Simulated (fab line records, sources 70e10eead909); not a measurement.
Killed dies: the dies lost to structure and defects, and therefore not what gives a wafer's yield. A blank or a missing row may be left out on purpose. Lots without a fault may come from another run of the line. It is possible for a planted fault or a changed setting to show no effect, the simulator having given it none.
fab line records    flow nand-harc
record: lots: 11  wafers: 33  last-day: 34
route steps=1302 shown A_CHANNEL_HOLE_D2@588 A_CHANNEL_FILL_D2@615 END@1302
lots untouched by any fault: they come from a run of this same line in which no faults occurred
start-h: hours from the record's first day to the start of the lot's first wafer shown    wait-h: hours elapsed since this lot's preceding step    " repeats the value in the row above    L1.1+2: several wafers, shown together as one row    - value missing, or start not given    * or withheld: withheld    < > ~ a bound
route shown NAME@n: names a module that has steps shown in the file, with the first one's number in the route    usual: mean and standard deviation over wafers with no fault    same: alike in all rows    chamber/n: place in a boat    sites: the reading at each site    _std_site: standard deviation across them    _edge_site: inner sites' mean taken away from outer sites' mean    radius-mm: how far each site lies from the wafer's centre    mask NAME#n: copy n    behind: the tool/chamber that last shaped the wafer    hold: why the lot went on hold/how many hours it stayed there/how the hold came to an end    device: which transistor (n, p or np) failed to switch    end of line: tests run on the same wafers once the route is complete    a step given without rows: its recipe and nothing more    killed: the dies lost at the first sort to structure and to defects; this is not the yield of the wafer    map: per-die view of a wafer (x killed, . not killed, _ where there is no die)
set.NAME: the setting the step ran with; set.NAME@STEP: the setting that earlier step ran with    model.NAME: the simulator's own value behind a step, which no gauge read
one table for each step of the route and one row for each wafer, over a sample of lots
services: the hour from which a tool's chamber was out of use, counted from the record's first day as start-h (under 0 if before that day), plus the number of hours and why
== steps ==
step: NHARC_A_CHANNEL_HOLE_D2_ETCH_34
recipe: target-depth-a: 1540  time-s: 77  cf4-flow-sccm: 100  chf3-flow-sccm: 30  ar-flow-sccm: 0  rf-w: 500  bias-w: 200  chemistry: CF4/CHF3
usual: drypump-motor-current-A: 5.7/0.48  mfc-ar-sccm: 0.008/0.0097  oes-product-au: 0.960/0.017  rf-vpp-V: 370.8/2  showerhead-plenum-p-Torr: 1.58/0.058  throttle-valve-pct: 16.802/0.0088
lot.wafer  tool         chamber  start-h  wait-h  drypump-motor-current-A  mfc-ar-sccm  oes-product-au  rf-hours-counter-h  rf-vpp-V  showerhead-plenum-p-Torr  throttle-valve-pct
L571.2     rie-diel-07  2        -        -       5.0                      0            0.970           0                   370.0     1.58                      16.814
L571.1     "            3        "        "       5.8                      0            0.980           0                   372.9     1.65                      16.803
L571.4     "            1        "        "       6.1                      0            0.959           0                   369.0     1.54                      16.803
L573.1     rie-diel-13  2        -        -       5.0                      0.026        0.964           9                   372.8     1.64                      16.804
L573.6     "            1        "        "       5.4                      0            0.968           -                   372.7     1.68                      16.799
L573.5     "            2        "        "       5.0                      0.026        0.972           -                   372.8     1.64                      16.797
L572.1     rie-diel-01  0        -        -       5.5                      0            0.953           6                   370.2     1.52                      16.803
L572.4     "            1        "        "       5.8                      0            0.978           7                   372.5     1.62                      16.800
L572.5     "            3        "        "       6.5                      0.019        0.944           -                   370.7     1.56                      16.804
L575.1     rie-diel-13  2        -        -       5.0                      0.026        0.984           11                  371.2     1.64                      16.806
L575.2     "            3        "        "       5.9                      0.014        0.977           11                  371.9     1.63                      16.799
L575.6     "            3        "        "       5.9                      0.014        0.972           -                   372.4     1.63                      16.796
L578.3     rie-diel-07  0        -        -       6.3                      0.018        0.916           5                   368.8     1.49                      16.797
L578.1     "            1        "        "       6.1                      0            0.921           5                   369.6     1.54                      16.804
L578.2     "            3        "        "       5.8                      0            0.924           4                   372.0     1.65                      16.805
L579.1     rie-diel-01  0        -        -       5.4                      0            0.959           9                   369.1     1.52                      16.808
L579.6     "            3        "        "       6.5                      0.019        0.962           -                   370.9     1.56                      16.811
L579.5     "            0        "        "       5.4                      0            0.968           -                   368.0     1.52                      16.826
L587.4     rie-diel-01  1        -        -       5.8                      0            0.927           4                   371.5     1.62                      16.790
L587.2     "            2        "        "       5.2                      0            0.931           5                   369.9     1.50                      16.805
L587.1     "            0        "        "       5.5                      0            0.922           5                   368.9     1.52                      16.801
L588.3     rie-diel-01  2        -        -       5.2                      0            0.966           6                   369.5     1.50                      16.807
L588.4     "            3        "        "       6.4                      0.019        0.979           6                   369.9     1.56                      16.800
L588.5     "            1        "        "       5.8                      0            0.975           -                   373.0     1.62                      16.813
L589.2     rie-diel-07  2        -        -       5.0                      0            0.956           0                   370.0     1.57                      16.808
L589.3     "            3        "        "       5.8                      0            0.963           0                   372.3     1.64                      16.797
L589.5     "            2        "        "       5.0                      0            0.962           -                   370.7     1.57                      16.790
L591.2     rie-diel-13  0        -        -       6.1                      0.019        0.978           6                   371.4     1.59                      16.796
L591.3     "            1        "        "       5.5                      0            0.947           5                   375.1     1.68                      16.797
L591.1     "            2        "        "       5.1                      0.026        0.955           5                   372.3     1.63                      16.793
L593.2     rie-diel-13  3        -        -       5.8                      0.014        0.950           0                   372.8     1.63                      16.794
L593.4     "            0        "        "       6.1                      0.019        0.979           0                   370.0     1.59                      16.786
L593.6     "            3        "        "       5.8                      0.014        0.962           -                   370.8     1.63                      16.805
step: NHARC_A_CHANNEL_HOLE_D2_ETCH_21
recipe: bias-v: 3000  source-w: withheld  pressure-mtorr: 20  time-s: 514.3  ar-flow-sccm: 375  c4f8-flow-sccm: 89.3  o2-flow-sccm: 35.7  temp-c: -20  target-depth-a: 16000  chemistry: C4F8/O2/Ar
usual: drypump-motor-current-A: 6.04/0.23  mfc-ar-sccm: 374.9/1.1  showerhead-plenum-p-Torr: 3.60/0.11  throttle-valve-pct: 32.155/0.0091
lot.wafer  tool         chamber  start-h  wait-h  drypump-motor-current-A  mfc-ar-sccm  rf-hours-counter-h  showerhead-plenum-p-Torr  throttle-valve-pct
L571.1     har-etch-02  0        310.92   0.3     6.06                     376.0        374                 3.65                      32.152
L571.2     "            1        "        "       5.71                     374.9        374                 3.72                      32.146
L571.4     "            1        "        "       5.74                     374.1        -                   3.72                      32.164
L573.1     har-etch-01  0        316.68   0.3     6.37                     375.0        154                 3.70                      32.152
L573.5     "            0        "        "       6.38                     373.9        -                   3.70                      32.149
L573.6     "            1        "        "       5.94                     374.7        -                   3.47                      32.149
L572.1     har-etch-01  1        325.19   0.3     5.94                     374.9        158                 3.47                      32.162
L572.4     "            0        "        "       6.37                     374.6        -                   3.70                      32.151
L572.5     "            0        "        "       6.36                     374.8        -                   3.70                      32.172
L575.2     har-etch-01  1        342.63   0.3     5.90                     374.1        173                 3.46                      32.160
L575.1     "            0        "        "       6.36                     373.6        173                 3.69                      32.146
L575.6     "            1        "        "       5.92                     374.7        -                   3.46                      32.167
L578.1     har-etch-01  1        383.71   0.3     5.92                     374.2        196                 3.45                      32.152
L578.2     "            0        "        "       6.35                     375.9        196                 3.68                      32.155
L578.3     "            1        "        "       5.92                     374.3        -                   3.45                      32.144
L579.1     har-etch-01  1        387.88   0.3     5.94                     377.2        200                 3.45                      32.153
L579.6     "            1        "        "       5.92                     375.1        -                   3.45                      32.150
L579.5     "            0        "        "       6.36                     373.7        -                   3.67                      32.142
L587.2     har-etch-01  0        468.79   0.3     6.37                     374.6        249                 3.65                      32.138
L587.1     "            1        "        "       5.90                     375.0        249                 3.43                      32.161
L587.4     "            0        "        "       6.36                     375.1        -                   3.65                      32.157
L588.3     har-etch-01  1        474.05   0.3     5.92                     377.1        -                   3.42                      32.153
L588.4     "            0        "        "       6.38                     374.4        -                   3.64                      32.150
L588.5     "            1        "        "       5.93                     375.8        -                   3.42                      32.141
L589.2     har-etch-02  0        487.08   0.3     6.06                     373.8        57                  3.60                      32.152
L589.3     "            1        "        "       5.73                     377.3        -                   3.67                      32.149
L589.5     "            0        "        "       6.07                     372.1        -                   3.60                      32.157
L591.2     har-etch-01  0        508.55   0.3     6.36                     374.9        273                 3.63                      32.178
L591.1     "            1        "        "       5.96                     374.1        273                 3.41                      32.155
L591.3     "            0        "        "       6.35                     375.3        -                   3.63                      32.153
L593.2     har-etch-01  1        542.36   0.3     5.94                     375.3        292                 3.40                      32.153
L593.4     "            0        "        "       6.37                     375.5        -                   3.62                      32.164
L593.6     "            0        "        "       6.37                     375.1        -                   3.62                      32.153
step: NHARC_A_CHANNEL_HOLE_D2_STRIP_28
recipe: o2-flow-sccm: 500  ar-flow-sccm: 0  bias-w: 0  chemistry: O2
usual: drypump-motor-current-A: 5.7/0.48  mfc-ar-sccm: 0.008/0.0099  oes-product-au: 1.000/0.0077  rf-vpp-V: 57.9/0.84  showerhead-plenum-p-Torr: 3.54/0.13  throttle-valve-pct: 17.037/0.0093
lot.wafer  tool         chamber  start-h  wait-h  drypump-motor-current-A  mfc-ar-sccm  oes-product-au  rf-hours-counter-h  rf-vpp-V  showerhead-plenum-p-Torr  throttle-valve-pct
L571.4     rie-diel-01  0        -        -       5.4                      0            1.005           5.8                 56.1      3.40                      17.026
L571.2     "            1        "        "       5.8                      0            1.009           6.5                 58.7      3.63                      17.037
L571.1     "            2        "        "       5.2                      0            1.000           6.0                 57.6      3.38                      17.032
L573.1     rie-diel-01  0        -        -       5.5                      0            0.996           6.1                 57.6      3.40                      17.035
L573.5     "            1        "        "       5.8                      0            1.001           -                   58.7      3.63                      17.043
L573.6     "            2        "        "       5.1                      0            0.995           -                   57.8      3.38                      17.028
L572.1     rie-diel-13  1        -        -       5.5                      0            0.996           9.6                 58.6      3.77                      17.031
L572.4     "            2        "        "       5.1                      0.026        1.008           10.6                56.9      3.67                      17.033
L572.5     "            1        "        "       5.5                      0            0.996           -                   59.0      3.77                      17.039
L575.1     rie-diel-07  2        -        -       5.0                      0            0.983           1.8                 57.7      3.53                      17.036
L575.2     "            3        "        "       5.8                      0            0.991           1.8                 59.1      3.69                      17.027
L575.6     "            2        "        "       5.0                      0            0.989           -                   57.9      3.53                      17.038
L578.1     rie-diel-07  2        -        -       5.0                      0            0.994           4.5                 56.9      3.53                      17.039
L578.3     "            3        "        "       5.8                      0            0.996           4.2                 57.0      3.69                      17.043
L578.2     "            0        "        "       6.3                      0.018        0.981           5.0                 57.6      3.35                      17.051
L579.1     rie-diel-01  2        -        -       5.2                      0            1.011           0.1                 57.3      3.38                      17.049
L579.5     "            3        "        "       6.5                      0.019        0.997           -                   58.4      3.49                      17.039
L579.6     "            0        "        "       5.5                      0            1.003           -                   57.6      3.40                      17.037
L587.2     rie-diel-13  3        -        -       5.8                      0.014        0.990           4.5                 58.5      3.66                      17.025
L587.4     "            0        "        "       6.1                      0.019        0.993           4.9                 58.4      3.55                      17.034
L587.1     "            1        "        "       5.4                      0            0.994           4.5                 57.7      3.76                      17.049
L588.4     rie-diel-01  2        -        -       5.2                      0            0.995           6.7                 57.7      3.38                      17.023
L588.3     "            0        "        "       5.4                      0            0.996           5.9                 57.3      3.40                      17.022
L588.5     "            3        "        "       6.5                      0.019        0.996           -                   58.1      3.49                      17.034
L589.3     rie-diel-01  2        -        -       5.2                      0            1.002           7.8                 57.3      3.37                      17.038
L589.2     "            0        "        "       5.5                      0            1.001           6.9                 58.7      3.40                      17.055
L589.5     "            2        "        "       5.2                      0            1.010           -                   56.9      3.37                      17.045
L591.2     rie-diel-13  2        -        -       5.1                      0.026        0.998           6.6                 57.2      3.66                      17.039
L591.3     "            3        "        "       5.9                      0.014        0.999           7.0                 58.8      3.66                      17.040
L591.1     "            0        "        "       6.1                      0.019        0.994           6.7                 58.9      3.55                      17.040
L593.4     rie-diel-07  1        -        -       6.1                      0            0.998           2.7                 57.3      3.44                      17.052
L593.2     "            3        "        "       5.8                      0            1.006           3.8                 58.3      3.68                      17.050
L593.6     "            0        "        "       6.3                      0.018        1.012           -                   57.6      3.35                      17.038
step: NHARC_A_CHANNEL_HOLE_D2_INSPECT_40
usual: raw-defect-count: 268/85
lot.wafer  tool               chamber  start-h  wait-h  raw-defect-count
L571.1     defect-inspect-02  -        318.41   -       227
L571.2     "                  -        "        "       360
L571.4     "                  -        "        "       285
L573.1     defect-inspect-02  -        321.97   -       201
L573.5     "                  -        "        "       204
L573.6     "                  -        "        "       168
L572.1     defect-inspect-02  -        330.40   -       511
L572.4     "                  -        "        "       317
L572.5     "                  -        "        "       226
L575.1     defect-inspect-02  -        347.93   -       288
L575.2     "                  -        "        "       313
L575.6     "                  -        "        "       293
L578.1     defect-inspect-02  -        389.00   -       227
L578.2     "                  -        "        "       646
L578.3     "                  -        "        "       263
L579.1     defect-inspect-02  -        393.13   -       271
L579.5     "                  -        "        "       715
L579.6     "                  -        "        "       201
L587.1     defect-inspect-02  -        474.52   -       259
L587.2     "                  -        "        "       280
L587.4     "                  -        "        "       221
L588.3     defect-inspect-02  -        479.19   -       193
L588.4     "                  -        "        "       203
L588.5     "                  -        "        "       200
L589.2     defect-inspect-02  -        492.26   -       141
L589.3     "                  -        "        "       228
L589.5     "                  -        "        "       113
L591.1     defect-inspect-02  -        513.82   -       151
L591.2     "                  -        "        "       197
L591.3     "                  -        "        "       192
L593.2     defect-inspect-02  -        547.56   -       365
L593.4     "                  -        "        "       247
L593.6     "                  -        "        "       230
step: NHARC_A_CHANNEL_FILL_D2_ALD_15
recipe: target-thk-a: 20  pulse-time-s: 60  ald-cycles: 19  temp-c: 630  pressure-torr: 2  material: SiNx
usual: precursor-pulse-height-rel: 1.002/0.019
lot.wafer  tool              chamber  start-h  wait-h  precursor-pulse-height-rel
L571.1     ald-sin-batch-02  0        -        -       0.973
L571.2     "                 0        "        "       0.997
L571.4     "                 0        "        "       1.027
L573.1     ald-sin-batch-02  0        -        -       1.016
L573.5     "                 0        "        "       1.004
L573.6     "                 0        "        "       0.982
L572.1     ald-sin-batch-02  0        -        -       0.961
L572.4     "                 0        "        "       0.990
L572.5     "                 0        "        "       1.001
L575.1     ald-sin-batch-02  0        -        -       1.003
L575.2     "                 0        "        "       0.988
L575.6     "                 0        "        "       0.984
L578.1     ald-sin-batch-03  0        -        -       0.995
L578.2     "                 0        "        "       1.028
L578.3     "                 0        "        "       0.990
L579.1     ald-sin-batch-01  0        -        -       1.026
L579.5     "                 0        "        "       1.022
L579.6     "                 0        "        "       1.038
L587.1     ald-sin-batch-03  0        -        -       0.988
L587.2     "                 0        "        "       0.987
L587.4     "                 0        "        "       0.990
L588.3     ald-sin-batch-02  0        -        -       1.015
L588.4     "                 0        "        "       1.024
L588.5     "                 0        "        "       0.987
L589.2     ald-sin-batch-01  0        -        -       0.991
L589.3     "                 0        "        "       1.056
L589.5     "                 0        "        "       1.021
L591.1     ald-sin-batch-02  0        -        -       1.030
L591.2     "                 0        "        "       1.000
L591.3     "                 0        "        "       1.009
L593.2     ald-sin-batch-03  0        -        -       1.044
L593.4     "                 0        "        "       1.033
L593.6     "                 0        "        "       0.996
step: NHARC_END_SORT_01
recipe: temp-c: 25
usual: killed-at-array: 54/23  killed-at-other: 1.2/1.5  killed-at-periphery: 3.9/2.5  killed-dies: 59/23  killed-open: 3.2/1.7  killed-short: 2.4/1.6
same: gross-dies: 677
lot.wafer  tool       chamber  start-h  wait-h  killed-at-array  killed-at-other  killed-at-periphery  killed-dies  killed-open  killed-short
L578.2     prober-01  0        650.24   2.8     56               5                3                    64           2            5
L579.5     prober-02  0        652.69   3.7     90               0                4                    94           4            6
killed by level:class
L578.2 A_CHANNEL_HOLE_D2:unspecified=43 THIN_TSV:chamber-film-flake=5 A_CHANNEL_HOLE_D2:chamber-film-flake=2 A_STAIRCASE:chamber-film-flake=2 A_CONTACT:chamber-film-flake=2 P_CONTACT:geometric-particle:open=1 P_M1:geometric-particle:open=1 A_ONON_D1:geometric-particle:short=1
L579.5 A_CHANNEL_HOLE_D2:unspecified=43 A_CHANNEL_HOLE_D1:chamber-film-flake=29 A_SLIT:chamber-film-flake=4 A_CONTACT:chamber-film-flake=3 P_GATE:geometric-particle:short=1 P_M0:geometric-particle:open=1 P_M0:geometric-particle:short=1 A_CHANNEL_FILL_D1:geometric-particle:open=1
== services ==
tool              chamber  start-h  hours  kind
rie-diel-01       0        286.30   -      clean
rie-diel-01       1        286.30   -      clean
rie-diel-01       2        286.30   -      clean
rie-diel-01       3        286.30   -      clean
rie-diel-07       -        294.20   9.0    pm
rie-diel-01       -        310.72   1.1    repair
rie-diel-01       0        335.30   -      clean
rie-diel-01       1        335.30   -      clean
rie-diel-01       2        335.30   -      clean
rie-diel-01       3        335.30   -      clean
rie-diel-13       -        342.05   9.0    pm
har-etch-02       -        377.00   17.0   pm
rie-diel-01       -        380.80   9.0    pm
rie-diel-01       1        409.26   5.1    repair
rie-diel-07       3        418.56   12.6   repair
rie-diel-13       -        419.34   0.2    repair
rie-diel-01       1        421.11   6.7    repair
rie-diel-07       1        464.16   18.0   repair
rie-diel-07       -        471.20   9.0    pm
rie-diel-07       1        483.16   9.5    repair
ald-sin-batch-01  -        506.18   26.0   pm
rie-diel-01       2        510.22   2.7    repair
rie-diel-13       -        519.05   9.0    pm
rie-diel-01       -        557.80   9.0    pm
== key ==
first-sign: step: NHARC_A_CHANNEL_HOLE_D2_INSPECT_40  reading: raw-defect-count  direction: up  sigmas: 4.9  usual: 268  struck: 680
effect none on later readings
met-at NHARC_A_CHANNEL_HOLE_D2_ETCH_21
struck-lots L578,L579
struck-wafers L578.2,L579.5
tester-left-out L578,L579
not-acting-at NHARC_A_CHANNEL_HOLE_D2_ETCH_34,NHARC_A_CHANNEL_HOLE_D2_STRIP_28,NHARC_A_CHANNEL_FILL_D2_ALD_15
onset-between 342.63 383.71
fault: kind: chamber-particle-source  tool: har-etch-01  chamber: 0  onset-h: 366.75  steps: NHARC_A_CHANNEL_HOLE_D2_ETCH_21  rate-per-visit-cm2: 0.77687  end-h: 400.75
tester-left-out: of these lots the tester's yield and bins aren't shown, on N5 and GAA mostly nor the transistor test; their killed dies are dies lost to structure and defects alone, not to doping, threshold or leakage, so they don't give the yield
